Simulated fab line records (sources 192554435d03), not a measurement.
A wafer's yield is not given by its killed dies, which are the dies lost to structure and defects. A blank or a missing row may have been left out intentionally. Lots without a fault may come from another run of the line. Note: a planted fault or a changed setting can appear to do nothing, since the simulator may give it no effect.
Chamber matching | flow n5Finfet | cvdCo-02 running N5_MOL_CONTACT_COAG_CO_FILL_22: 3 sister chambers
The step material Co, precursor CCTBA/H2, target thk 20 nm. 3 wafers are shown with their chamber, then 6 later ones without.

WAFERS PAIRED WITH THEIR CHAMBERS
wafer  | chamber | heaterPowerW (W)
L299.4 | 2       | 208
L301.2 | 0       | 236
L304.3 | 1       | 245

WAFERS WHOSE CHAMBER IS MISSING
wafer  | heaterPowerW (W)
L304.4 | 246
L307.3 | 251
L307.4 | 230
L317.1 | 246
L317.4 | 225
L317.6 | 198

WHICH CHAMBER EACH ONE RAN IN
wafer  | from the rows above          | in truth
L304.4 | can't be placed: 1 or 0      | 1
L307.3 | can't be placed: 1 or 0      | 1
L307.4 | can't be placed: 0 or 1      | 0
L317.1 | can't be placed: 1 or 0      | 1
L317.4 | can't be placed: 0 or 2 or 1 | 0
L317.6 | 2                            | 2
1 of 6 placed correctly. Unplaceable from these rows: 5, with the true chamber sitting among the candidates in 5. Number placed wrongly: 0.
How it was worked out, from the rows above alone: a wafer's distance from a chamber is the root of the sum, over the readings, of the square of ((its reading less the chamber's mean) divided by the reading's scatter). If the next closest chamber is less than 2 further off than the closest, the wafer can't be placed; otherwise it belongs to the closest. The mean given for a chamber averages the wafers shown for that chamber. The scatter: with one shown wafer a chamber, the root of the mean of the squares of how far each hidden wafer lies from its nearest shown one.
